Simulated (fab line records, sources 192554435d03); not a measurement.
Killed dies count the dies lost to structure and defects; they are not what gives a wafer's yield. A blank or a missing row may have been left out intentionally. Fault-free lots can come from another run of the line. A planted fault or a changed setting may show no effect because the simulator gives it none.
fab line records    flow n5-finfet
[record] lots = 9  wafers = 26  last-day = 17
route steps=1938 shown HKMG_FIN@435 BEOL_M4@1111 PASSIVATION@1936
lots with no fault: from the same line, run without faults
start-h: hours from the record's opening day to when the first of the lot's shown wafers began    wait-h: time in hours since the lot's previous step    " same as the row above    L1.1+2: a single row standing in for several wafers    - no value, or no start given    * or withheld: withheld    < > ~ a bound
route shown NAME@n: names a module that has steps shown in the file, with the first one's number in the route    usual: average and standard deviation across the fault-free wafers    same: alike in all rows    chamber/n: place in a boat    sites: per-site readings    _std_site: the standard deviation of these    _edge_site: inner sites' mean taken away from outer sites' mean    radius-mm: how far each site lies from the wafer's centre    mask NAME#n: copy n    behind: the most recent tool/chamber to have shaped the wafer    hold: cause of the lot's hold/its duration in hours/its outcome    device: which transistor (n, p or np) failed to switch    end of line: at the end of the route, the tests of the same wafers    step lacking rows: just its recipe    killed: at the first sort, the dies lost to defects and structure; wafer yield is something else    map: per-die view of a wafer (x killed, . not killed, _ where there is no die)
set.NAME: the run value of the setting; set.NAME@STEP: its run value at that earlier step    model.NAME: the simulator's own value behind a step, which no gauge read
one table for each step of the route and one row for each wafer, over a sample of lots
services: the hour from which a tool's chamber was out of use, counted from the record's first day as start-h (under 0 if before that day), plus the number of hours and why
[[steps]]
[step N5_HKMG_FIN_ETCH_32]
[recipe] chemistry = N2/H2  target = SOC  target-depth-a = 2400  temp-c = 40  time-s = 300  ion-energy-ev = 200  mask-material = SiARC  pressure-mtorr = 30  source-w = 840  bias-w = 150  n2-flow-sccm = 200  h2-flow-sccm = 200
[usual] drypump-motor-current-A = 5.5/0.37  oes-product-au = 0.80/0.094  rf-vpp-V = 523.7/2.9  showerhead-plenum-p-Torr = 2.53/0.092  throttle-valve-pct = 17.81/0.28
lot.wafer  tool         chamber  start-h  wait-h  drypump-motor-current-A  oes-product-au  rf-hours-counter-h  rf-vpp-V  showerhead-plenum-p-Torr  throttle-valve-pct
L864.2     rie-diel-05  0        78.14    0.0     4.9                      0.73            164                 520.6     2.45                      18.03
L864.4     "            1        "        "       5.6                      0.83            36                  523.4     2.49                      17.56
L864.5     "            1        "        "       5.6                      0.84            -                   522.8     2.49                      17.57
L865.1     rie-diel-05  2        80.10    0.0     5.7                      0.83            109                 517.7     2.37                      18.30
L865.2     "            3        "        "       5.0                      0.75            186                 526.6     2.62                      17.70
L865.5     "            2        "        "       5.7                      0.82            -                   518.4     2.37                      18.30
L868.2     rie-diel-04  2        100.04   0.0     5.6                      0.70            205                 527.0     2.59                      17.92
L868.3     "            0        "        "       6.0                      0.66            235                 526.7     2.61                      17.83
L868.4     "            1        "        "       5.6                      0.69            210                 520.7     2.43                      18.02
L875.1     rie-diel-01  2        144.36   0.0     5.4                      0.88            56                  525.8     2.57                      17.55
L875.4     "            1        "        "       5.2                      0.74            138                 523.4     2.54                      17.89
L875.5     "            0        "        "       6.0                      0.91            -                   522.9     2.47                      17.53
L876.1     rie-diel-01  3        151.90   0.0     5.9                      0.70            195                 527.4     2.64                      18.00
L876.2     "            0        "        "       6.0                      0.91            28                  523.3     2.47                      17.53
L876.6     "            0        "        "       6.0                      0.91            -                   523.0     2.47                      17.51
L879.1     rie-diel-05  0        173.99   0.0     4.9                      0.70            192                 520.5     2.44                      18.08
L879.4     "            2        "        "       5.7                      0.78            144                 517.8     2.36                      18.35
L879.6     "            3        "        "       5.0                      0.72            -                   525.9     2.61                      17.74
L880.1     rie-diel-04  0        180.33   0.0     6.0                      0.92            9                   525.0     2.60                      17.47
L880.3     "            2        "        "       5.7                      0.68            237                 526.8     2.58                      17.99
L880.5     "            1        "        "       5.6                      0.67            -                   521.2     2.41                      18.07
L882.2     rie-diel-01  0        189.09   0.0     6.0                      0.89            42                  521.3     2.46                      17.55
L882.6     "            2        "        "       5.4                      0.85            -                   524.0     2.56                      17.58
L885.1     rie-diel-04  2        202.61   0.1     5.7                      0.67            249                 525.9     2.58                      18.00
L885.2     "            3        "        "       5.0                      0.96            6                   525.0     2.62                      17.37
L885.5     "            2        "        "       5.7                      0.67            -                   525.1     2.58                      18.00
[step N5_HKMG_FIN_STRIP_92]
[recipe] chemistry = N2/H2  material = SOC  time-s = 20  power-w = 500  temp-c = 40  pressure-mtorr = 50  rf-frequency-hz = 6e+07  bias-power-w = 8  h2-frac = 0.5  n2-flow-sccm = 300  h2-flow-sccm = 300
[usual] drypump-motor-current-A = 5.5/0.37  oes-product-au = 0.80/0.093  rf-vpp-V = 54.1/0.87  showerhead-plenum-p-Torr = 3.35/0.12  throttle-valve-pct = 18.9/0.34
lot.wafer  tool         chamber  start-h  wait-h  drypump-motor-current-A  oes-product-au  rf-hours-counter-h  rf-vpp-V  showerhead-plenum-p-Torr  throttle-valve-pct
L864.2     rie-diel-05  0        78.50    0.1     4.9                      0.75            164                 54.5      3.24                      19.0
L864.4     "            1        "        "       5.6                      0.83            37                  54.2      3.29                      18.9
L864.5     "            1        "        "       5.6                      0.83            -                   53.3      3.29                      18.9
L865.1     rie-diel-05  2        80.46    0.1     5.8                      0.82            109                 53.0      3.14                      19.5
L865.2     "            3        "        "       5.0                      0.75            186                 54.4      3.46                      18.5
L865.5     "            2        "        "       5.8                      0.82            -                   53.6      3.14                      19.5
L868.2     rie-diel-04  2        100.40   0.1     5.7                      0.70            205                 54.9      3.43                      19.0
L868.3     "            0        "        "       6.0                      0.66            235                 54.7      3.44                      18.8
L868.4     "            1        "        "       5.6                      0.69            210                 54.6      3.21                      19.4
L875.1     rie-diel-01  2        144.72   0.1     5.4                      0.86            56                  54.1      3.39                      18.4
L875.4     "            1        "        "       5.2                      0.74            138                 54.5      3.36                      18.9
L875.5     "            0        "        "       6.0                      0.88            -                   55.2      3.27                      18.8
L876.1     rie-diel-01  3        152.26   0.1     5.9                      0.70            195                 55.2      3.48                      19.2
L876.2     "            0        "        "       6.0                      0.90            28                  54.6      3.27                      18.8
L876.6     "            0        "        "       6.0                      0.90            -                   55.5      3.27                      18.8
L879.1     rie-diel-05  0        174.35   0.1     4.9                      0.71            192                 55.6      3.23                      19.1
L879.4     "            2        "        "       5.7                      0.78            144                 53.5      3.12                      19.6
L879.6     "            3        "        "       5.0                      0.72            -                   54.0      3.44                      18.6
L880.1     rie-diel-04  0        180.69   0.1     6.1                      0.92            9                   55.6      3.43                      18.4
L880.3     "            2        "        "       5.7                      0.67            237                 55.4      3.41                      19.0
L880.5     "            1        "        "       5.6                      0.67            -                   53.7      3.20                      19.4
L882.2     rie-diel-01  0        189.45   0.1     6.0                      0.86            42                  53.4      3.26                      18.9
L882.6     "            2        "        "       5.4                      0.83            -                   52.9      3.38                      18.4
L885.1     rie-diel-04  2        203.15   0.1     5.7                      0.66            249                 52.8      3.40                      19.0
L885.2     "            3        "        "       5.0                      0.96            6                   52.4      3.45                      18.6
L885.5     "            2        "        "       5.7                      0.66            -                   53.5      3.40                      19.0
[step N5_HKMG_FIN_COAT_85]
[recipe] resist = SOC  temp-c = 250  time-s = 60  spin-rpm = 1500  resist-thk-nm = 300
[usual] spin-speed-rpm = 1499.8/0.98
lot.wafer  tool            chamber  start-h  wait-h  spin-speed-rpm
L864.2     litho-track-02  0        79.31    0.2     1499.6
L864.4     "               0        "        "       1500.8
L864.5     "               0        "        "       1499.6
L865.1     litho-track-03  0        81.27    0.2     1499.7
L865.2     "               0        "        "       1499.1
L865.5     "               0        "        "       1499.8
L868.2     litho-track-03  0        101.21   0.2     1498.8
L868.3     "               0        "        "       1501.3
L868.4     "               0        "        "       1497.7
L875.1     litho-track-03  0        145.52   0.2     1460.5
L875.4     "               0        "        "       1462.0
L875.5     "               0        "        "       1460.3
L876.1     litho-track-03  0        153.08   0.2     1461.6
L876.2     "               0        "        "       1460.5
L876.6     "               0        "        "       1460.1
L879.1     litho-track-02  0        175.16   0.2     1499.6
L879.4     "               0        "        "       1499.6
L879.6     "               0        "        "       1499.8
L880.1     litho-track-02  0        181.49   0.2     1500.4
L880.3     "               0        "        "       1500.1
L880.5     "               0        "        "       1499.6
L882.2     litho-track-02  0        190.26   0.2     1499.2
L882.6     "               0        "        "       1500.7
L885.1     litho-track-02  0        204.00   0.2     1498.3
L885.2     "               0        "        "       1500.4
L885.5     "               0        "        "       1499.3
[step N5_HKMG_FIN_ETCH_67]
[recipe] chemistry = N2/H2  target = SOC  target-depth-a = 3889  stop-on = TiN  ion-energy-ev = 100  bias-w = 61  pressure-mtorr = 30  source-w = 850  n2-flow-sccm = 200  h2-flow-sccm = 200
[usual] drypump-motor-current-A = 5.5/0.38  oes-product-au = 0.77/0.08  rf-vpp-V = 240.5/1.4  showerhead-plenum-p-Torr = 2.53/0.085  throttle-valve-pct = 17.80/0.26
lot.wafer  tool         chamber  start-h  wait-h  drypump-motor-current-A  oes-product-au  rf-hours-counter-h  rf-vpp-V  showerhead-plenum-p-Torr  throttle-valve-pct
L864.2     rie-diel-05  3        80.52    -       5.0                      0.72            186                 239.8     2.62                      17.68
L864.4     "            1        "        "       5.6                      0.83            38                  239.4     2.49                      17.55
L864.5     "            3        "        "       5.0                      0.72            -                   241.5     2.62                      17.68
L865.1     rie-diel-05  0        82.40    -       4.9                      0.72            166                 238.7     2.45                      18.00
L865.2     "            2        "        "       5.7                      0.81            110                 238.3     2.37                      18.29
L865.5     "            3        "        "       5.0                      0.72            -                   241.7     2.62                      17.67
L868.2     rie-diel-04  1        102.42   -       5.6                      0.69            211                 238.6     2.43                      18.01
L868.3     "            2        "        "       5.7                      0.70            206                 241.9     2.59                      17.92
L868.4     "            0        "        "       6.0                      0.66            236                 240.9     2.61                      17.79
L875.1     rie-diel-01  1        146.67   -       5.2                      0.74            139                 239.9     2.54                      17.86
L875.4     "            3        "        "       6.0                      0.71            193                 241.3     2.64                      17.98
L875.5     "            2        "        "       5.4                      0.86            -                   242.4     2.57                      17.53
L876.1     rie-diel-01  1        154.22   -       5.2                      0.75            141                 241.1     2.54                      17.88
L876.2     "            3        "        "       6.0                      0.71            196                 243.2     2.64                      17.98
L876.6     "            2        "        "       5.4                      0.85            -                   241.1     2.57                      17.53
L879.1     rie-diel-01  0        176.33   -       6.0                      0.89            36                  239.8     2.47                      17.50
L879.4     "            2        "        "       5.4                      0.84            68                  240.6     2.56                      17.54
L879.6     "            2        "        "       5.4                      0.84            -                   242.2     2.56                      17.53
L880.1     rie-diel-05  1        182.67   -       5.5                      0.78            73                  240.6     2.47                      17.62
L880.3     "            2        "        "       5.7                      0.77            147                 239.1     2.35                      18.33
L880.5     "            2        "        "       5.7                      0.77            -                   237.8     2.35                      18.32
L882.2     rie-diel-04  1        191.41   -       5.6                      0.67            248                 239.0     2.41                      18.04
L882.6     "            0        "        "       6.0                      0.90            -                   242.2     2.60                      17.46
L885.1     rie-diel-04  2        205.18   -       5.7                      0.67            250                 241.5     2.57                      18.01
L885.2     "            3        "        "       5.0                      0.91            8                   241.1     2.62                      17.34
L885.5     "            2        "        "       5.7                      0.67            -                   240.4     2.57                      17.98
[step N5_BEOL_M4_RC_MEAS_101]
[usual] DIBL_N = 36.1/2  DIBL_P = 36.3/2.4  IOFF_N = 0.15/0.035  IOFF_P = 0.21/0.039  ION_N = 672/15  ION_P = 463/9.7  SS_N = 71.5/0.7  SS_P = 73.2/0.75  VT_N = 251/3.6  VT_P = -250/3.8
lot.wafer  tool       chamber  start-h  wait-h  DIBL_N[mV/V]  DIBL_P[mV/V]  IOFF_N[nA/um]  IOFF_P[nA/um]  ION_N[uA/um]  ION_P[uA/um]  SS_N[mV/dec]  SS_P[mV/dec]  VT_N[mV]  VT_P[mV]
L865.1     prober-02  0        174.00   0.0     39.4          40.9          0.23           0.26           693           469           72.7          73.6          245       -249
L865.2     "          0        "        "       36.0          36.5          0.15           0.19           689           470           71.2          72.8          248       -252
L865.5     "          0        "        "       39.1          40.4          0.22           0.26           707           475           72.4          74.9          247       -249
L864.2     prober-01  0        174.42   0.2     33.8          33.2          0.12           0.18           676           466           70.3          72.8          255       -252
L864.4     "          0        "        "       35.8          36.5          0.14           0.22           670           468           71.2          73.4          252       -247
L864.5     "          0        "        "       36.9          37.2          0.15           0.24           669           466           71.5          73.8          253       -248
L868.2     prober-01  0        196.05   0.2     34.1          36.1          0.14           0.20           670           461           71.1          72.7          248       -250
L868.3     "          0        "        "       37.2          39.6          0.17           0.26           664           463           71.7          73.7          250       -250
L868.4     "          0        "        "       35.7          36.1          0.15           0.19           660           458           72.0          72.8          251       -252
L875.1     prober-02  0        239.84   0.0     37.0          37.7          0.18           0.24           682           470           72.2          73.9          246       -246
L875.4     "          0        "        "       35.4          35.9          0.15           0.23           683           471           72.4          73.6          248       -249
L875.5     "          0        "        "       38.6          39.9          0.22           0.30           697           473           72.5          74.0          246       -245
L876.1     prober-01  0        246.02   0.0     36.2          35.9          0.16           0.22           670           471           71.7          73.3          251       -246
L876.2     "          0        "        "       38.2          37.9          0.21           0.26           703           478           71.6          73.4          245       -245
L876.6     "          0        "        "       35.7          34.8          0.16           0.21           683           461           71.2          72.6          249       -251
L879.1     prober-01  0        263.92   0.0     35.3          35.0          0.14           0.22           673           471           71.3          72.7          249       -248
L879.4     "          0        "        "       39.3          39.7          0.23           0.30           675           467           72.1          73.5          247       -242
L879.6     "          0        "        "       34.5          34.1          0.14           0.21           684           477           70.8          72.3          248       -248
L880.1     prober-02  0        276.00   0.0     33.3          33.1          0.13           0.18           667           452           70.4          72.3          250       -254
L880.3     "          0        "        "       38.0          38.7          0.20           0.27           680           462           72.8          73.7          247       -248
L880.5     "          0        "        "       34.9          33.5          0.13           0.17           664           451           72.6          73.3          253       -250
L882.2     prober-02  0        284.55   0.2     40.0          41.2          0.21           0.27           683           461           72.2          74.7          249       -249
L882.6     "          0        "        "       42.3          42.9          0.26           0.31           692           468           73.1          75.0          243       -245
L885.1     prober-01  0        306.77   0.0     37.0          37.2          0.18           0.24           672           458           72.1          73.5          248       -250
L885.2     "          0        "        "       32.3          31.4          0.10           0.15           652           457           70.9          71.8          258       -254
L885.5     "          0        "        "       34.5          34.8          0.14           0.21           665           458           71.1          72.5          252       -249
[step N5_PASSIVATION_PROBE_49]
[usual] defect-limited-yield = 91.1/1.6  killed_at_M0_to_M3 = 35/11  killed_at_M4_up = 13/5.4  killed-at-contacts = 13/6.5  killed-at-front-end = 40/14  killed-at-other = 4/3.1  killed-dies = 105/18  killed-on-rim = 14/4.1  killed-open = 69/14  killed-short = 34/7.3  sort_bin_5_function = 5.2/0.96  sort_bin_6_memory = 3.4/0.77  sort_bin_8_speed = 0.02/0.13  sort-n-pass = 1075/19  sort-yield-pct = 91.1/1.6
[same] gross-dies = 1180  killed-at-back-side = 0  sort_bin_4_leakage[%] = 0
lot.wafer  tool       chamber  start-h  wait-h  defect-limited-yield[%]  killed_at_M0_to_M3  killed_at_M4_up  killed-at-contacts  killed-at-front-end  killed-at-other  killed-dies  killed-on-rim  killed-open  killed-short  sort_bin_5_function[%]  sort_bin_6_memory[%]  sort_bin_8_speed[%]  sort-n-pass  sort-yield-pct[%]
L868.2     prober-02  -        303.55   0.1     93.2                     32                  18               2                   27                   1                80           4              53           26            3.2                     3.3                   0                    1100         93.2
L868.3     prober-02  -        303.60   0.1     93.7                     37                  8                2                   26                   1                74           11             42           32            3.4                     2.8                   0                    1106         93.7
L868.4     prober-02  -        303.65   0.2     88.9                     49                  11               12                  55                   4                131          16             97           33            6.0                     4.8                   0                    1049         88.9
L875.4     prober-01  -        349.28   0.2     91.0                     38                  5                9                   47                   7                106          12             68           37            5.0                     3.4                   0.08                 1074         91.0
L876.1     prober-02  -        357.20   0.0     88.8                     35                  28               12                  50                   7                132          20             85           46            6.3                     4.7                   0                    1048         88.8
L876.2     prober-02  -        357.25   0.1     88.5                     36                  23               20                  52                   5                136          23             86           48            6.4                     5.0                   0                    1044         88.5
L876.6     prober-02  -        357.45   0.3     90.6                     19                  25               15                  50                   2                111          14             65           43            5.9                     3.1                   0                    1069         90.6
L879.1     prober-01  -        369.98   0.0     91.1                     43                  16               11                  33                   2                105          17             70           32            5.3                     3.5                   0                    1075         91.1
L879.4     prober-01  -        370.13   0.2     89.9                     52                  13               14                  34                   6                119          16             75           42            5.9                     3.6                   0                    1061         89.9
L879.6     prober-01  -        370.23   0.3     91.6                     42                  10               14                  32                   1                99           9              63           33            5.0                     3.1                   0                    1081         91.6
L882.2     prober-02  -        387.46   0.1     86.1                     45                  8                14                  91                   6                164          23             113          50            8.8                     4.9                   0                    1016         86.1
L882.6     prober-02  -        387.66   0.3     87.5                     40                  14               11                  78                   5                148          22             106          32            7.5                     4.2                   0                    1032         87.5
// killed by level:class
L868.2 BEOL_M4:geometric-particle:open=14 BEOL_M2:geometric-particle:open=10 FIN_SAQP:geometric-particle:short=6 BEOL_M3:geometric-particle:open=5 STARTING-WAFER:geometric-particle:short=5 STI_FIN_REVEAL:geometric-particle:open=4 DUMMY_GATE:geometric-particle:open=4 BEOL_M0_SAQP:geometric-particle:open=4
L868.3 BEOL_M0_SAQP:geometric-particle:short=17 BEOL_M0_SAQP:geometric-particle:open=8 DUMMY_GATE:geometric-particle:open=6 FIN_SAQP:geometric-particle:open=5 STI_FIN_REVEAL:geometric-particle:open=4 BEOL_M4:geometric-particle:open=4 FIN_SAQP:geometric-particle:short=3 BEOL_M2:geometric-particle:open=3
L868.4 STI_FIN_REVEAL:geometric-particle:open=19 BEOL_M0_SAQP:geometric-particle:open=18 MOL_CONTACT_COAG:geometric-particle:open=10 BEOL_M0_SAQP:geometric-particle:short=9 FIN_SAQP:geometric-particle:open=8 BEOL_M2:geometric-particle:open=7 BEOL_M3:geometric-particle:open=7 DUMMY_GATE:geometric-particle:open=6
L875.4 FIN_SAQP:geometric-particle:open=14 BEOL_M2:geometric-particle:open=14 STI_FIN_REVEAL:geometric-particle:open=10 FIN_SAQP:geometric-particle:short=8 BEOL_M0_SAQP:geometric-particle:short=8 MOL_CONTACT_COAG:geometric-particle:open=6 BEOL_M3:geometric-particle:open=5 GATE_CUT:geometric-particle:short=4
L876.1 BEOL_M4:geometric-particle:open=19 FIN_SAQP:geometric-particle:short=12 FIN_SAQP:geometric-particle:open=11 MOL_CONTACT_COAG:geometric-particle:open=10 BEOL_M0_SAQP:geometric-particle:short=8 BEOL_M0_SAQP:geometric-particle:open=7 BEOL_M2:geometric-particle:open=7 STI_FIN_REVEAL:geometric-particle:open=6
L876.2 MOL_CONTACT_COAG:geometric-particle:open=14 BEOL_M4:geometric-particle:open=13 FIN_SAQP:geometric-particle:short=11 BEOL_M0_SAQP:geometric-particle:open=11 GATE_CUT:geometric-particle:short=10 FIN_SAQP:geometric-particle:open=8 BEOL_M2:geometric-particle:open=7 MOL_CONTACT_COAG:geometric-particle:short=6
L876.6 BEOL_M4:geometric-particle:open=18 FIN_SAQP:geometric-particle:short=17 FIN_SAQP:geometric-particle:open=8 GATE_CUT:geometric-particle:short=8 MOL_CONTACT_COAG:geometric-particle:open=8 MOL_CONTACT_COAG:geometric-particle:short=7 BEOL_M1:geometric-particle:open=6 BEOL_M2:geometric-particle:open=5
L879.1 BEOL_M0_SAQP:geometric-particle:open=15 BEOL_M1:geometric-particle:open=10 BEOL_M5:geometric-particle:open=8 FIN_SAQP:geometric-particle:short=7 MOL_CONTACT_COAG:geometric-particle:open=7 FIN_SAQP:geometric-particle:open=6 BEOL_M0_SAQP:geometric-particle:short=6 BEOL_M3:geometric-particle:open=6
L879.4 BEOL_M0_SAQP:geometric-particle:open=14 MOL_CONTACT_COAG:geometric-particle:open=12 BEOL_M0_SAQP:geometric-particle:short=12 BEOL_M2:geometric-particle:open=11 FIN_SAQP:geometric-particle:short=10 BEOL_M3:geometric-particle:open=8 FIN_SAQP:geometric-particle:open=6 GATE_CUT:geometric-particle:short=5
L879.6 BEOL_M0_SAQP:geometric-particle:short=12 MOL_CONTACT_COAG:geometric-particle:open=11 BEOL_M0_SAQP:geometric-particle:open=10 STI_FIN_REVEAL:geometric-particle:open=8 BEOL_M1:geometric-particle:open=6 BEOL_M3:geometric-particle:open=5 BEOL_M4:geometric-particle:open=5 FIN_SAQP:geometric-particle:short=4
L882.2 FIN_SAQP:geometric-particle:open=23 STI_FIN_REVEAL:geometric-particle:open=23 BEOL_M3:geometric-particle:open=18 FIN_SAQP:geometric-particle:short=15 MOL_CONTACT_COAG:geometric-particle:open=11 BEOL_M2:geometric-particle:open=11 STI_FIN_REVEAL:geometric-particle:short=7 GATE_CUT:geometric-particle:short=6
L882.6 FIN_SAQP:geometric-particle:open=26 STI_FIN_REVEAL:geometric-particle:open=15 BEOL_M2:geometric-particle:open=14 BEOL_M4:geometric-particle:open=10 MOL_CONTACT_COAG:geometric-particle:open=9 FIN_SAQP:geometric-particle:short=8 BEOL_M1:geometric-particle:open=8 BEOL_M3:geometric-particle:open=8
[[services]]
tool         chamber  start-h  hours  kind
rie-diel-04  -        64.98    1.1    repair
rie-diel-01  1        81.27    3.3    repair
rie-diel-04  -        81.92    2.8    pm
rie-diel-04  0        146.67   -      clean
rie-diel-04  0        146.67   -      consumable-replace:focus-ring
rie-diel-04  0        146.67   13.9   scheduled-down
rie-diel-04  0        146.67   13.9   vent-cycle
rie-diel-05  0        148.21   4.6    repair
rie-diel-04  3        160.57   -      clean
rie-diel-04  3        160.57   -      consumable-replace:focus-ring
rie-diel-04  3        160.57   28.2   scheduled-down
rie-diel-04  3        160.57   28.2   vent-cycle
rie-diel-01  3        195.47   16.5   repair
rie-diel-04  1        196.86   -      clean
rie-diel-04  1        196.86   -      consumable-replace:focus-ring
rie-diel-04  1        196.86   -      consumable-replace:showerhead
rie-diel-04  1        196.86   14.6   scheduled-down
rie-diel-04  1        196.86   14.6   vent-cycle
rie-diel-04  0        199.60   4.3    repair
[[key]]
[first-sign] step = N5_HKMG_FIN_COAT_85  reading = spin-speed-rpm  direction = down  sigmas = 40  usual = *  struck = *
effect none on later readings
met-at N5_HKMG_FIN_COAT_85
struck-lots L875,L876
not-acting-at N5_HKMG_FIN_ETCH_32,N5_HKMG_FIN_STRIP_92,N5_HKMG_FIN_ETCH_67
onset-between 101.21 145.52
[fault] kind = process-parameter-drift  tool = litho-track-03  chamber = -  onset-h = 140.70  steps = N5_HKMG_FIN_COAT_85  channel = spin-rpm  offset = *  shape = step  end-h = 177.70  acts-in = *  stated = *
